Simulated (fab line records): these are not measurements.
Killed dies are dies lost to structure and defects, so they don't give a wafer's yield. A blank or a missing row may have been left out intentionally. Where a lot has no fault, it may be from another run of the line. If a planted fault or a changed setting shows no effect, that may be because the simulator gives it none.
Chamber matching	flow nand harc	rie diel-11 running NHARC_P_STI_DESCUM_14: 4 sister chambers
The step chemistry O2, time 3 s. 14 wafers are shown with their chamber, then 7 later ones without.

WAFERS PAIRED WITH THEIR CHAMBERS
wafer	chamber	drypump motor current A (A)	oes product au (a.u.)	chamber pressure mTorr (mTorr)
L079.2	0	5.7	0.996	59.90
L079.3	1	5.7	0.990	60.05
L079.5	1	5.7	0.990	60.05
L084.1	0	5.7	1.003	60.06
L084.4	1	5.7	0.999	59.99
L084.5	2	6.6	1.006	60.07
L085.2	3	5.2	1.005	60.01
L085.5	2	6.6	0.999	60.03
L085.6	3	5.2	0.996	59.99
L086.2	3	5.3	1.008	60.01
L086.4	2	6.6	1.001	59.99
L086.5	2	6.6	1.010	60.06
L088.3	2	6.5	0.999	59.97
L088.4	0	5.7	1.003	59.96

SIGNATURES (means of the wafers above)
reading	chamber 0	chamber 1	chamber 2	chamber 3	scatter within a chamber
drypump motor current A	5.700	5.700	6.580	5.233	0.0383
oes product au	1.00067	0.99300	1.00300	1.00300	0.00509
chamber pressure mTorr	59.9733	60.0300	60.0240	60.0033	0.0482
Rule: a wafer's distance from a chamber is the root of the sum, over the readings, of the square of ((its reading less the chamber's mean) divided by the reading's scatter). The wafer belongs to the nearest chamber; if the next one is less than 2 further off, it can't be placed. The scatter is the square root of a quotient: the sum, over the shown wafers, of each reading's squared deviation from its chamber's mean, divided by wafers minus chambers.

WAFERS WITH NO CHAMBER GIVEN
wafer	drypump motor current A (A)	oes product au (a.u.)	chamber pressure mTorr (mTorr)
L088.6	5.2	1.001	60.01
L094.2	5.7	0.997	60.04
L094.5	5.7	1.002	59.94
L094.6	6.5	1.007	59.97
L096.1	5.7	0.998	60.09
L096.5	5.7	0.993	59.88
L096.6	6.6	0.993	59.92

EACH ONE'S CHAMBER
wafer	from the rows above	in truth
L088.6	3	3
L094.2	can't be placed: 1 or 0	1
L094.5	can't be placed: 0 or 1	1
L094.6	2	2
L096.1	can't be placed: 1 or 0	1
L096.5	can't be placed: 0 or 1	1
L096.6	2	2
Correct placement for 3 of the 7. These rows do not allow placing 4 (true chamber among the candidates in 4). 0 placed wrongly.
